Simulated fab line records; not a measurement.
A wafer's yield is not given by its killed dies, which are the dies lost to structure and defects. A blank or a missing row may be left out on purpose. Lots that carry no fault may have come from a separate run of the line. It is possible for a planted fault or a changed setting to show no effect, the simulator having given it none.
Chamber matching    flow nand_harc    rie_diel-11 running NHARC_A_BONDPAD_DESCUM_11: 4 sister chambers
The step chemistry O2, time 3 s. 8 wafers are shown with their chamber, then 8 later ones without.

WAFERS, EACH WITH ITS CHAMBER
wafer   chamber  drypump_motor_current_A (A)  showerhead_plenum_p_Torr (Torr)
L804.5  2        6.6                          1.91
L803.1  1        5.1                          1.88
L803.3  0        5.4                          2.03
L803.4  3        5.9                          1.90
L811.2  1        5.1                          1.87
L811.3  0        5.4                          2.03
L811.4  2        6.5                          1.91
L812.1  3        5.9                          1.90

WAFERS WHOSE CHAMBER IS MISSING
wafer   drypump_motor_current_A (A)  showerhead_plenum_p_Torr (Torr)
L812.2  5.4                          2.03
L812.6  5.9                          1.89
L818.1  6.6                          1.91
L818.2  5.4                          2.03
L818.5  5.2                          1.87
L819.2  5.1                          1.87
L819.4  6.5                          1.91
L819.6  6.5                          1.91

THE CHAMBER EACH PASSED THROUGH
wafer   from the rows above  in truth
L812.2  0                    0
L812.6  3                    3
L818.1  2                    2
L818.2  0                    0
L818.5  1                    1
L819.2  1                    1
L819.4  2                    2
L819.6  2                    2
8 of 8 placed correctly. Number that these rows cannot place: 0. Number placed wrongly: 0.
How it was worked out, from the rows above alone: a wafer's distance from a chamber is the root of the sum, over the readings, of the square of ((its reading less the chamber's mean) divided by the reading's scatter). The wafer belongs to the nearest chamber; if the next one is less than 2 further off, it can't be placed. A chamber's mean is the mean of its shown wafers. The scatter: the root of (the sum of the squares of (reading less its chamber's mean) over the shown wafers, divided by (wafers less chambers)).
